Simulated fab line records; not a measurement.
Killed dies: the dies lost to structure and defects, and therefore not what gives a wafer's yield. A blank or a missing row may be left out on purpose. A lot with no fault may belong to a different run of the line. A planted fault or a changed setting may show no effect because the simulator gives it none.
2 desks, one fault -- flow n5_finfet -- only its own numbers are on each desk; what lay behind them is given at the end

## DESK OF THE TOOL OWNER: ald_sin-04
The tool's own readings at N5_FIN_SAQP_ALD_61 (deposits SiO2, target thk 4 nm, pulse time 1 s, purge time 2 s): means of the sampled wafers that have a number, for each lot that ran on this tool. A lot is out of limits, marked OUT, if its mean lies more than 4 standard deviations from the usual mean; the brackets give that distance.
Columns: A = heater_power_w at N5_FIN_SAQP_ALD_61, usual 462 W; B = precursor_pulse_height_rel at N5_FIN_SAQP_ALD_61, usual 1.001; C = susceptor_temp_C at N5_FIN_SAQP_ALD_61, usual 299.98 C
lot,first seen here,A,B,C
L145,day 2 20:55,423,0.998,299.93
L146,day 3 02:43,470,1.013,300.02
L149,day 3 21:31,450,1.008,300.08
L151,day 4 09:10,434,1.013,299.83
L157,day 5 20:59,406,1.005,272.33 (-99 or more) OUT
L158,day 6 03:08,363,0.993,272.38 (-99 or more) OUT
This desk's finding: out of limits on L157, L158; first on L157, day 5 20:59 (susceptor_temp_C at N5_FIN_SAQP_ALD_61). Within limits: L145, L146, L149, L151.

## AT THE METROLOGY DESK
Means of the sampled wafers that have a number, per lot and without regard to the tool the lot ran on: this is what the gauges read. A lot is out of limits, marked OUT, if its mean lies more than 4 standard deviations from the usual mean; the brackets give that distance. Only the readings that lie furthest out on some lot appear, 7 of the 12 it has.
Columns: A = PWELL_OVL at N5_WELL_APT_OVL_MEAS_26, usual -2 nm; B = DIBL_N at N5_BEOL_M4_RC_MEAS_101, usual 36.3 mV/V; C = IOFF_N at N5_BEOL_M4_RC_MEAS_101, usual 0.155 nA/um; D = ION_N at N5_BEOL_M4_RC_MEAS_101, usual 672 uA/um; E = ION_P at N5_BEOL_M4_RC_MEAS_101, usual 462 uA/um; F = SS_N at N5_BEOL_M4_RC_MEAS_101, usual 71.5 mV/dec; G = VT_N at N5_BEOL_M4_RC_MEAS_101, usual 249.9 mV
lot,first seen here,A,B,C,D,E,F,G
L145,day 2 14:59,-6,36.5,0.158,672,469,71.6,249.2
L146,day 2 20:54,5,35.8,0.157,684,463,71.4,249.9
L149,day 3 14:50,-1,35.8,0.139,667,461,71.4,250.9
L151,day 4 03:23,1,37.5,0.152,675,465,71.2,249.3
L157,day 5 15:03,-5,35.3,0.141,664,459,71.9,252.7
L158,day 5 21:02,-1,36.2,0.168,688,471,71.8,246.1
L161,day 6 15:27,-10,37.9,0.183,684,472,71.7,246.4
L163,day 7 03:13,-2,36.0,0.158,674,460,71.8,249.1
L164,day 7 09:13,4,37.7,0.176,674,464,72.3,248.5
Finding of this desk: none of the 9 lots has anything out of limits.

## ALL TOGETHER
The tool owner's desk had the chance to raise an alarm at day 5 20:59 on L157, L158.
At the metrology desk, nothing out of limits was observed.
The metrology desk has L157, L158 on record, within its limits.
Every lot named ran N5_FIN_SAQP_ALD_61 on ald_sin-04.

## WHAT WAS PUT IN BY THE SIMULATOR
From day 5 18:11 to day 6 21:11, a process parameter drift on ald_sin-04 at N5_FIN_SAQP_ALD_61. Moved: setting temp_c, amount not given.
Lots struck among those shown: L157, L158.
How many hours passed from the start of the fault until each desk's first out-of-limits reading: the tool owner's desk, 3.
